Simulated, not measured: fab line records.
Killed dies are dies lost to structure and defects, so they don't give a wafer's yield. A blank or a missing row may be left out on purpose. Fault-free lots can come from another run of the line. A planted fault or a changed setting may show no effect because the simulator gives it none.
fab line records	flow n5Finfet
[record] lots = 9	wafers = 27	lastDay = 20
route steps=1938 shown HKMG_FIN@447 BEOL_M4@1111 PASSIVATION@1936
lots untouched by any fault: they come from a run of this same line in which no faults occurred
startH: hours from the record's opening day to when the first of the lot's shown wafers began	waitH: hours elapsed since this lot's preceding step	" unchanged from the row above	L1.1+2: one row covering several wafers at once	- no value, or no start given	* or withheld: withheld	< > ~ a bound
route shown NAME@n: a module of which the file shows steps, and the number in the route of the first	usual: the fault-free wafers' mean and standard deviation	same: alike in all rows	chamber/n: place in a boat	sites: per-site readings	_std_site: standard deviation across them	_edge_site: outer sites' mean less inner sites'	radiusMm: how far each site lies from the wafer's centre	mask NAME#n: copy n	behind: the most recent tool/chamber to have shaped the wafer	hold: the reason the lot was held/the length of the hold in hours/how it ended	device: which transistor (n, p or np) failed to switch	end of line: the tests these same wafers got at the end of their route	a step without rows: its recipe alone	killed: dies lost to structure and defects at the first sort, not the wafer's yield	map: the dies of a wafer, with x for killed, . for not killed, _ for no die there
set.NAME: setting as actually run; set.NAME@STEP: the setting as run at that earlier step	model.NAME: the simulator's own value behind a step, which no gauge read
route steps across a sampled set of lots; one table per step, one row per wafer
services: the hour from which a tool's chamber was out of use, counted from the record's first day as startH (under 0 if before that day), plus the number of hours and why
[[steps]]
[step N5_HKMG_FIN_STRIP_88]
[recipe] chemistry = N2/H2	powerW = 2500	tempC = 300	h2Frac = 0.65	timeS = 360	pressureMtorr = withheld	n2FlowSccm = 1750	h2FlowSccm = 3250
[usual] drypumpMotorCurrentA = 5.7/0.33	h2FlowSccm = 3248/10	heaterPowerW = 442/53
lot.wafer	tool	chamber	startH	waitH	drypumpMotorCurrentA	h2FlowSccm	heaterPowerW	rfHoursCounterH
L289.4	plasmaAsher-02	1	75.65	0.3	5.8	3246	429	-
L289.5	"	1	"	"	5.8	3253	436	-
L289.6	"	0	"	"	6.1	3244	456	-
L290.2	plasmaAsher-02	1	82.67	0.0	5.8	3260	441	90
L290.4	"	0	"	"	6.1	3253	470	-
L290.6	"	0	"	"	6.1	3253	462	-
L297.2	plasmaAsher-02	0	127.18	0.0	6.1	3251	464	99
L297.3	"	1	"	"	5.7	3256	437	-
L297.5	"	0	"	"	6.2	3241	456	-
L298.1	plasmaAsher-02	0	128.51	0.0	6.1	3244	467	99
L298.5	"	1	"	"	5.8	3235	428	-
L298.6	"	0	"	"	6.1	3245	467	-
L303.1	plasmaAsher-01	0	160.55	0.0	5.2	3257	507	51
L303.2	"	1	"	"	5.7	3256	369	51
L303.5	"	0	"	"	5.2	3259	503	-
L307.2	plasmaAsher-02	1	184.97	0.0	5.8	3259	455	111
L307.5	"	1	"	"	5.8	3242	436	-
L307.6	"	0	"	"	6.1	3251	471	-
L309.1	plasmaAsher-01	1	196.30	0.0	5.7	3260	347	57
L309.5	"	1	"	"	5.7	3270	362	-
L309.6	"	0	"	"	5.2	3262	503	-
L311.1	plasmaAsher-02	0	212.48	0.0	6.1	3258	458	116
L311.3	"	1	"	"	5.8	3264	444	-
L311.5	"	1	"	"	5.8	3259	444	-
L312.1	plasmaAsher-01	1	215.44	0.0	5.6	3230	361	61
L312.2	"	0	"	"	5.2	3262	507	61
L312.3	"	1	"	"	5.6	3245	362	-
[step N5_HKMG_FIN_ALD_71]
[recipe] material = TiN	targetThkA = 10	tempC = 400	aldPrecursorFamily = TiCl4	aldCoReactant = NH3	pulseTimeS = 1	purgeTimeS = 3	coReactantPurgeTimeS = 2	coReactantPulseTimeS = 2	aldCycles = 47	pressureTorr = 3
[usual] heaterPowerW = 922/99	precursorPulseHeightRel = 1.000/0.02	susceptorTempC = 400.00/0.22
lot.wafer	tool	chamber	startH	waitH	heaterPowerW	precursorPulseHeightRel	sinceWetCleanH	susceptorTempC
L289.4	aldMetal-04	1	76.01	0.0	784	1.024	4354	400.46
L289.5	"	3	"	"	842	1.007	-	399.55
L289.6	"	0	"	"	891	0.990	-	399.73
L290.2	aldMetal-04	2	83.15	0.0	998	0.992	4361	400.32
L290.4	"	1	"	"	821	1.002	4361	400.06
L290.6	"	0	"	"	913	0.979	-	400.00
L297.2	aldMetal-01	2	127.66	0.0	920	1.003	5944	399.70
L297.3	"	0	"	"	889	0.979	5944	400.39
L297.5	"	0	"	"	887	0.991	-	400.05
L298.1	aldMetal-04	1	129.00	0.0	798	1.012	4407	400.25
L298.5	"	2	"	"	989	0.994	-	400.10
L298.6	"	3	"	"	833	1.029	-	399.91
L303.1	aldMetal-02	3	161.03	0.0	900	0.994	2901	400.11
L303.2	"	1	"	"	1191	1.002	2901	400.18
L303.5	"	1	"	"	1210	1.026	-	399.72
L307.2	aldMetal-02	0	185.45	0.0	922	0.998	2925	400.15
L307.5	"	0	"	"	930	1.017	-	400.23
L307.6	"	1	"	"	1171	0.979	-	399.86
L309.1	aldMetal-01	0	196.79	0.0	896	1.026	6014	400.17
L309.5	"	0	"	"	884	1.008	-	399.84
L309.6	"	1	"	"	923	1.009	-	400.15
L311.1	aldMetal-01	0	212.97	0.0	891	1.015	6030	399.81
L311.3	"	1	"	"	929	0.998	6030	400.15
L311.5	"	0	"	"	869	0.994	-	399.85
L312.1	aldMetal-04	3	215.92	0.0	834	1.005	4494	400.01
L312.2	"	0	"	"	917	0.990	4494	399.93
L312.3	"	1	"	"	770	1.036	4494	400.30
[step N5_HKMG_FIN_STRIP_90]
[recipe] chemistry = N2/H2	material = SOC	timeS = 20	powerW = 500	tempC = 40	pressureMtorr = 50	rfFrequencyHz = 6e+07	biasPowerW = 8	h2Frac = 0.5	n2FlowSccm = 300	h2FlowSccm = 300
[usual] biasPowerW = 7.998/0.025	chamberPressureMTorr = 50.00/0.046	drypumpMotorCurrentA = 5.7/0.39	oesProductAu = 0.79/0.083	rfVppV = 54.2/0.82	showerheadPlenumPTorr = 3.38/0.13	throttleValvePct = 19.1/0.42
lot.wafer	tool	chamber	startH	waitH	biasPowerW	chamberPressureMTorr	drypumpMotorCurrentA	oesProductAu	rfHoursCounterH	rfVppV	showerheadPlenumPTorr	throttleValvePct
L289.4	rieDiel-04	2	76.45	0.0	8.008	50.04	5.8	0.90	-	54.1	3.29	18.3
L289.5	"	0	"	"	8.072	50.04	5.7	0.68	-	52.5	3.19	19.5
L289.6	"	1	"	"	8.035	50.04	6.4	0.73	-	54.0	3.46	18.9
L290.2	rieDiel-04	0	83.55	0.0	7.990	50.01	5.7	0.67	242	53.8	3.19	19.5
L290.4	"	2	"	"	8.017	50.03	5.8	0.89	27	54.2	3.29	18.3
L290.6	"	0	"	"	8.017	50.05	5.7	0.67	-	53.8	3.19	19.5
L297.2	rieDiel-01	2	128.14	0.0	-	-	-	-	-	-	-	-
L297.3	"	1	"	"	-	-	-	-	-	-	-	-
L297.5	"	3	"	"	-	-	-	-	-	-	-	-
L298.1	rieDiel-04	2	129.48	0.0	-	-	-	-	-	-	-	-
L298.5	"	2	"	"	-	-	-	-	-	-	-	-
L298.6	"	1	"	"	-	-	-	-	-	-	-	-
L303.1	rieDiel-01	3	161.43	0.0	7.951	50.10	4.9	0.88	49	54.8	3.56	18.9
L303.2	"	2	"	"	7.984	50.03	6.4	0.88	40	53.7	3.57	19.3
L303.5	"	2	"	"	7.951	50.01	6.4	0.89	-	56.3	3.57	19.3
L307.2	rieDiel-04	2	185.88	0.0	7.961	49.90	5.8	0.84	67	53.5	3.27	18.4
L307.5	"	3	"	"	7.996	49.91	5.8	0.75	-	55.2	3.36	19.7
L307.6	"	2	"	"	7.964	50.01	5.8	0.84	-	55.1	3.27	18.4
L309.1	rieDiel-04	0	197.19	0.0	7.959	49.99	5.7	0.92	25	54.0	3.58	19.2
L309.5	"	0	"	"	7.984	49.99	5.7	0.92	-	54.6	3.58	19.2
L309.6	"	3	"	"	7.988	49.96	5.8	0.74	-	53.8	3.36	19.7
L311.1	rieDiel-02	3	213.37	0.0	7.965	50.05	5.7	0.68	245	55.1	3.46	19.3
L311.3	"	0	"	"	7.990	50.00	5.3	0.74	195	54.4	3.32	19.0
L311.5	"	3	"	"	7.984	49.97	5.7	0.68	-	55.1	3.46	19.3
L312.1	rieDiel-04	3	216.32	0.0	8.023	49.96	5.8	0.73	173	55.2	3.36	19.7
L312.2	"	0	"	"	8.029	49.95	5.7	0.91	33	53.6	3.57	19.2
L312.3	"	2	"	"	8.021	50.05	5.8	0.82	80	54.5	3.26	18.4
[step N5_HKMG_FIN_STRIP_69]
[recipe] chemistry = N2/H2	powerW = 2500	tempC = 300	h2Frac = 0.65	timeS = 360	pressureMtorr = withheld	n2FlowSccm = 1750	h2FlowSccm = 3250
[usual] drypumpMotorCurrentA = 5.8/0.32	h2FlowSccm = 3250/8.7	heaterPowerW = 444/43
lot.wafer	tool	chamber	startH	waitH	drypumpMotorCurrentA	h2FlowSccm	heaterPowerW	rfHoursCounterH
L289.4	plasmaAsher-02	1	76.91	0.3	5.8	3254	441	-
L289.5	"	0	"	"	6.1	3237	465	-
L289.6	"	1	"	"	5.8	3248	436	-
L290.2	plasmaAsher-02	0	83.85	0.1	6.1	3267	468	90
L290.4	"	0	"	"	6.1	3265	457	-
L290.6	"	0	"	"	6.1	3266	452	-
L297.2	plasmaAsher-01	1	128.44	0.1	5.6	3252	360	45
L297.3	"	0	"	"	5.2	3236	505	-
L297.5	"	1	"	"	5.6	3238	365	-
L298.1	plasmaAsher-02	0	129.78	0.1	6.1	3253	463	99
L298.5	"	1	"	"	5.8	3249	450	-
L298.6	"	0	"	"	6.1	3252	449	-
L303.1	plasmaAsher-02	0	161.73	0.1	6.2	3242	452	106
L303.2	"	1	"	"	5.8	3249	437	106
L303.5	"	0	"	"	6.1	3261	465	-
L307.2	plasmaAsher-01	1	186.18	0.1	5.6	3271	347	56
L307.5	"	0	"	"	5.2	3243	496	-
L307.6	"	1	"	"	5.7	3265	367	-
L309.1	plasmaAsher-02	1	197.49	0.1	5.8	3246	445	113
L309.5	"	1	"	"	5.8	3265	442	-
L309.6	"	0	"	"	6.1	3237	473	-
L311.1	plasmaAsher-02	1	213.67	0.1	5.8	3253	439	117
L311.3	"	0	"	"	6.2	3240	457	-
L311.5	"	1	"	"	5.8	3245	437	-
L312.1	plasmaAsher-02	1	216.62	0.1	5.8	3249	444	117
L312.2	"	0	"	"	6.1	3258	463	117
L312.3	"	1	"	"	5.8	3248	443	-
[step N5_BEOL_M4_RC_MEAS_101]
[usual] DIBL_N = 36.7/1.8	DIBL_P = 37.0/2.4	IOFF_N = 0.17/0.036	IOFF_P = 0.22/0.042	ION_N = 673/12	ION_P = 462/8.5	SS_N = 71.7/0.62	SS_P = 73.4/0.65	VT_N = 250/3.7	VT_P = -250/3.7
lot.wafer	tool	chamber	startH	waitH	DIBL_N[mV/V]	DIBL_P[mV/V]	IOFF_N[nA/um]	IOFF_P[nA/um]	ION_N[uA/um]	ION_P[uA/um]	SS_N[mV/dec]	SS_P[mV/dec]	VT_N[mV]	VT_P[mV]
L290.2	prober-02	0	188.56	0.2	38.5	39.0	0.19	0.25	671	461	71.5	73.3	250	-250
L290.4	"	0	"	"	38.2	39.0	0.21	0.24	675	460	71.9	74.6	245	-250
L290.6	"	0	"	"	37.8	37.4	0.19	0.22	667	457	72.0	73.4	250	-249
L289.4	prober-01	0	190.83	0.5	38.0	39.7	0.19	0.24	682	462	72.3	73.6	247	-250
L289.5	"	0	"	"	36.5	37.5	0.16	0.20	676	460	71.0	73.5	250	-252
L289.6	"	0	"	"	37.5	39.1	0.18	0.23	678	458	71.5	74.0	248	-251
L297.2	prober-02	0	233.76	0.2	41.1	41.2	0.24	0.27	692	467	72.5	73.7	244	-251
L297.3	"	0	"	"	38.2	38.3	0.18	0.20	672	456	72.0	73.1	248	-255
L297.5	"	0	"	"	37.5	37.9	0.17	0.21	670	451	71.7	73.3	247	-251
L298.1	prober-01	0	237.71	0.0	35.9	35.9	0.17	0.25	683	479	71.0	72.7	246	-243
L298.5	"	0	"	"	35.4	35.4	0.15	0.24	667	470	72.1	72.2	250	-244
L298.6	"	0	"	"	37.8	37.7	0.20	0.29	672	474	71.9	73.1	245	-243
L303.1	prober-01	0	280.22	0.0	36.7	38.6	0.16	0.23	667	458	71.5	74.3	250	-251
L303.2	"	0	"	"	35.1	35.9	0.14	0.18	662	453	72.0	74.2	252	-257
L303.5	"	0	"	"	37.1	38.7	0.19	0.23	691	466	71.7	74.5	245	-253
L307.2	prober-02	0	287.12	0.2	38.5	35.5	0.19	0.22	677	463	73.4	73.6	249	-246
L307.5	"	0	"	"	36.2	32.7	0.14	0.17	662	453	71.1	72.6	253	-251
L307.6	"	0	"	"	35.7	33.9	0.16	0.20	686	471	71.4	72.8	250	-249
L309.1	prober-01	0	300.55	0.0	35.7	34.9	0.15	0.19	678	461	71.4	73.1	251	-249
L309.5	"	0	"	"	36.7	36.2	0.17	0.22	686	464	71.0	73.8	250	-249
L309.6	"	0	"	"	32.1	30.0	0.10	0.14	662	456	70.7	72.4	256	-255
L311.1	prober-02	0	330.73	0.0	37.6	38.4	0.18	0.24	684	467	72.0	72.7	248	-250
L311.3	"	0	"	"	36.9	37.5	0.16	0.22	671	460	71.8	73.1	249	-254
L311.5	"	0	"	"	36.6	37.7	0.16	0.23	676	469	71.8	73.9	249	-251
L312.1	prober-01	0	355.73	0.0	36.6	36.4	0.15	0.19	669	454	71.8	72.8	251	-252
L312.2	"	0	"	"	36.8	35.9	0.16	0.20	682	464	71.9	73.6	248	-253
L312.3	"	0	"	"	35.9	35.0	0.14	0.18	670	455	71.6	73.4	251	-254
[step N5_PASSIVATION_PROBE_49]
[usual] defectLimitedYield = 91.1/1.4	killed_at_M0_to_M3 = 32/9.3	killed_at_M4_up = 13/5.8	killedAtContacts = 12/6.3	killedAtFrontEnd = 44/12	killedAtOther = 3.6/2.7	killedDies = 104/17	killedOnRim = 14/3.9	killedOpen = 69/13	killedShort = 34/6.9	sort_bin_5_function = 5.2/0.98	sort_bin_6_memory = 3.3/0.59	sort_bin_8_speed = 0.01/0.039	sortNPass = 1075/17
[same] grossDies = 1180	killedAtBackSide = 0	sort_bin_4_leakage[%] = 0
lot.wafer	tool	chamber	startH	waitH	defectLimitedYield[%]	killed_at_M0_to_M3	killed_at_M4_up	killedAtContacts	killedAtFrontEnd	killedAtOther	killedDies	killedOnRim	killedOpen	killedShort	sort_bin_5_function[%]	sort_bin_6_memory[%]	sort_bin_8_speed[%]	sortNPass
L298.1	prober-02	-	340.32	0.0	91.0	44	12	8	40	2	106	8	63	43	5.4	3.1	0	1074
L298.5	prober-02	-	340.52	0.2	91.8	39	5	21	30	2	97	12	55	42	5.0	2.9	0	1083
L298.6	prober-02	-	340.57	0.3	91.5	41	11	11	35	2	100	9	55	45	4.1	3.6	0	1080
L307.2	prober-01	-	392.20	0.1	92.1	33	11	14	30	5	93	15	63	30	4.4	3.2	0	1087
L307.5	prober-01	-	392.35	0.2	91.7	26	15	19	32	6	98	12	69	29	5.3	3.0	0	1082
L307.6	prober-01	-	392.40	0.3	88.7	43	17	14	57	2	133	20	94	39	6.7	4.3	0	1047
L309.1	prober-01	-	418.77	0.0	92.4	31	13	11	32	3	90	9	54	32	4.3	2.7	0	1090
L309.5	prober-01	-	418.97	0.2	93.0	29	11	8	32	3	83	9	55	24	4.2	2.5	0	1097
L309.6	prober-01	-	419.02	0.3	93.8	18	7	12	33	3	73	10	51	21	3.6	2.4	0	1107
// killed by level:class
L298.1 FIN_SAQP:geometricParticle:open=15 BEOL_M0_SAQP:geometricParticle:short=13 FIN_SAQP:geometricParticle:short=8 MOL_CONTACT_COAG:geometricParticle:open=7 BEOL_M0_SAQP:geometricParticle:open=6 BEOL_M2:geometricParticle:open=5 STI_FIN_REVEAL:geometricParticle:open=5 BEOL_M1:geometricParticle:open=5
L298.5 MOL_CONTACT_COAG:geometricParticle:open=16 BEOL_M0_SAQP:geometricParticle:open=14 BEOL_M0_SAQP:geometricParticle:short=11 FIN_SAQP:geometricParticle:short=10 MOL_CONTACT_COAG:geometricParticle:short=5 GATE_CUT:geometricParticle:short=4 BEOL_M1:geometricParticle:open=4 STI_FIN_REVEAL:geometricParticle:open=3
L298.6 FIN_SAQP:geometricParticle:short=13 BEOL_M0_SAQP:geometricParticle:open=10 BEOL_M0_SAQP:geometricParticle:short=8 MOL_CONTACT_COAG:geometricParticle:open=6 BEOL_M2:geometricParticle:open=6 BEOL_M3:geometricParticle:open=6 FIN_SAQP:geometricParticle:open=5 MOL_CONTACT_COAG:geometricParticle:short=5
L307.2 BEOL_M3:geometricParticle:open=12 MOL_CONTACT_COAG:geometricParticle:open=11 FIN_SAQP:geometricParticle:open=7 FIN_SAQP:geometricParticle:short=6 BEOL_M0_SAQP:geometricParticle:short=6 DUMMY_GATE:geometricParticle:open=5 BEOL_M0_SAQP:geometricParticle:open=4 BEOL_M2:geometricParticle:open=4
L307.5 MOL_CONTACT_COAG:geometricParticle:open=13 BEOL_M3:geometricParticle:open=8 FIN_SAQP:geometricParticle:short=6 BEOL_M4:geometricParticle:open=6 MOL_CONTACT_COAG:geometricParticle:short=6 BEOL_M2:geometricParticle:open=6 STI_FIN_REVEAL:geometricParticle:open=5 FIN_SAQP:geometricParticle:open=4
L307.6 FIN_SAQP:geometricParticle:open=13 BEOL_M0_SAQP:geometricParticle:short=11 MOL_CONTACT_COAG:geometricParticle:open=10 BEOL_M4:geometricParticle:open=10 STI_FIN_REVEAL:geometricParticle:open=9 BEOL_M0_SAQP:geometricParticle:open=9 DUMMY_GATE:geometricParticle:open=7 BEOL_M3:geometricParticle:open=7
L309.1 FIN_SAQP:geometricParticle:open=12 BEOL_M2:geometricParticle:open=10 MOL_CONTACT_COAG:geometricParticle:open=7 BEOL_M0_SAQP:geometricParticle:open=7 BEOL_M0_SAQP:geometricParticle:short=7 FIN_SAQP:geometricParticle:short=4 STI_FIN_REVEAL:geometricParticle:short=4 STI_FIN_REVEAL:geometricParticle:open=3
L309.5 BEOL_M2:geometricParticle:open=12 STI_FIN_REVEAL:geometricParticle:open=10 BEOL_M0_SAQP:geometricParticle:short=8 MOL_CONTACT_COAG:geometricParticle:open=5 BEOL_M0_SAQP:geometricParticle:open=4 BEOL_M1:geometricParticle:open=4 FIN_SAQP:geometricParticle:open=3 FIN_SAQP:geometricParticle:short=3
L309.6 FIN_SAQP:geometricParticle:open=11 MOL_CONTACT_COAG:geometricParticle:open=11 FIN_SAQP:geometricParticle:short=5 BEOL_M0:geometricParticle:open=4 BEOL_M4:geometricParticle:open=4 ILD0:geometricParticle:short=3 BEOL_M2:geometricParticle:open=3 BEOL_M3:geometricParticle:open=3
[[services]]
tool	chamber	startH	hours	kind
rieDiel-02	3	53.76	2.0	repair
aldMetal-01	-	61.35	6.0	pm
rieDiel-01	2	69.28	5.1	repair
plasmaAsher-01	-	71.98	14.6	pm
rieDiel-01	-	76.56	0.6	repair
rieDiel-04	1	107.92	4.6	repair
aldMetal-01	1	108.04	4.5	repair
rieDiel-04	0	112.71	-	clean
rieDiel-04	0	112.71	-	consumableReplace:focusRing
rieDiel-04	0	112.71	-	consumableReplace:showerhead
rieDiel-04	0	112.71	17.8	scheduledDown
rieDiel-04	0	112.71	17.8	ventCycle
aldMetal-02	-	127.18	2.0	repair
aldMetal-02	-	129.21	8.7	pm
plasmaAsher-01	-	138.79	1.2	repair
aldMetal-04	3	157.27	3.0	repair
rieDiel-04	2	158.20	4.0	repair
aldMetal-02	2	163.46	-	calibration
aldMetal-04	0	167.24	-	calibration
aldMetal-04	3	167.58	2.0	repair
rieDiel-04	1	175.91	66.9	repair
aldMetal-02	2	184.95	24.6	repair
aldMetal-04	-	202.09	0.4	repair
aldMetal-02	0	206.00	27.8	repair
[[key]]
[firstSign] step = N5_HKMG_FIN_STRIP_90	reading = toolRecord	direction = missing
effect none on later readings
metAt N5_HKMG_FIN_STRIP_90
struckLots L297,L298
notActingAt N5_HKMG_FIN_STRIP_88,N5_HKMG_FIN_ALD_71,N5_HKMG_FIN_STRIP_69
onsetBetween 83.55 128.14
[fault] kind = skippedStepWhole	tool = rieDiel-01,rieDiel-04	chamber = -	onsetH = 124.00	steps = N5_HKMG_FIN_STRIP_90	scope = struckLotsOnly
